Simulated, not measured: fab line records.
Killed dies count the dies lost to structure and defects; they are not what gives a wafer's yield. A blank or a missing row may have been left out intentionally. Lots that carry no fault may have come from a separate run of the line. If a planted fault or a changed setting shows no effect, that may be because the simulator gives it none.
Problem report, 8D (eight disciplines) form, completed by code ; flow nand harc ; the parts of the form that need people (team, actions taken, sign-off) are left out

## 1. THE ISSUE
At NHARC_A_M1_INSPECT_27, raw defect count averages 4742 over 2 wafers from 2 lots, while fault-free wafers read 426, standard deviation 110. Relative to the usual mean, that is a shift of +39 standard deviations.
The first sign was on wafer L401.6 at day 20 15:31, on defect inspect-02. The record has a number at this step for 14 wafers belonging to 6 lots. By rule, "out" or "out of limits" means more than 4 standard deviations away from the usual mean. The other wafers with a number count as sound.

## 2. WHAT THIS IS AND IS NOT
question;is;is not
which readings at this step;raw defect count;-
which lots;L401, L402;L390, L394, L407, L409
which wafers of those lots;all that have a number;-
read on which gauges;defect inspect-01, defect inspect-02;-
when;from day 20 15:31;"up to then (6 sound wafers); but 6 sound wafers of L407, L409 came after"

## 3. THE SUSPECTS, EACH WITH WHAT RULES IT OUT
Counting: a tool stays on the suspect list if, at a process step up to the reading, it processed all lots that are out and no sound lot following the first of them.
- the gauge at NHARC_A_M1_INSPECT_27 has been ruled out. 2 gauges (defect inspect-01, defect inspect-02) read the wafers that are out.
- rie diel-03 at NHARC_A_M1_ETCH_35 (etches the open film in N2/H2, target depth 40 nm, overetch 12 nm, time 43.94 s): ruled out as a lasting fault. Following L401 (day 20 12:47), the first lot on it that is out, the sound lots L409 were run on it.
- cmp-01 at NHARC_A_M1_CMP_23 (polishes, t overpolish 20 s, target thk 154.34 nm): kept. Every lot that is out went through it, starting with L401 (day 20 15:10), and after that it ran no sound lot; the last sound lot it ran before then is L390 (day 18 11:22). On those wafers its own readings are out: time to endpoint s.
Remaining after the count: cmp-01 at NHARC_A_M1_CMP_23.

## 4. THE CAUSE (what the simulator had put in)
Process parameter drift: cmp-01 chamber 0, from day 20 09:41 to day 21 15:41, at NHARC_A_M1_CMP_23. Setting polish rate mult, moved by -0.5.
After counting, this tool was the only one left.

## 5. SEQUENCE OF EFFECTS, ordered by route
Each row: a reading where the mean over the struck wafers with a number is more than 3 standard deviations away from the usual. Readings are gone through only where the record gives a usual standard deviation; hours: the median, over the lots, of the time from a lot's start at the first step in this table giving one to that lot's start at this step; sigmas: the change measured in usual standard deviations.
hours;step;reading;usual;on struck wafers;change;sigmas
0;NHARC_A_M1_CMP_23;time to endpoint s;27.8 s;37.5;+9.7;+4.4
0;NHARC_A_M1_THK_MEAS_24;thk nm;154.2 nm;159.4;+5.2;+3.8
0;NHARC_A_M1_INSPECT_27;raw defect count;426;4742;+4316;+39
52;NHARC_END_SORT_01;defect limited yield;95.0 %;0.0;-95.0;-56
52;NHARC_END_SORT_01;killed at array;29;672;+644;+54
52;NHARC_END_SORT_01;killed dies;34;677;+643;+54
52;NHARC_END_SORT_01;sort_bin_3_pct;0.26 %;95.34;+95.08;+99 or more
52;NHARC_END_SORT_01;sort n pass;643;0;-643;-54
52;NHARC_END_SORT_01;sort rim yield pct;96.4 %;0.0;-96.4;-37
52;NHARC_END_SORT_01;sort yield pct;95.0 %;0.0;-95.0;-56
The process steps in it:
- NHARC_A_M1_CMP_23: polishes, t overpolish 20 s, target thk 154.34 nm.

## 6. WHAT WOULD HAVE CAUGHT IT SOONER
6 hours passed between the start of the fault at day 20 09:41 and the first reading out of limits at a measuring or inspecting step in this record, taken at day 20 15:31.
The tool's own readings at NHARC_A_M1_CMP_23 were out on every struck wafer that the step has a row for (time to endpoint s): an alarm limit on them would have fired on the first of those.
Of the lots that are out (2), L402 began NHARC_A_M1_CMP_23 on cmp-01 after day 20 15:31. A tool hold placed at that time would have kept it from harm.
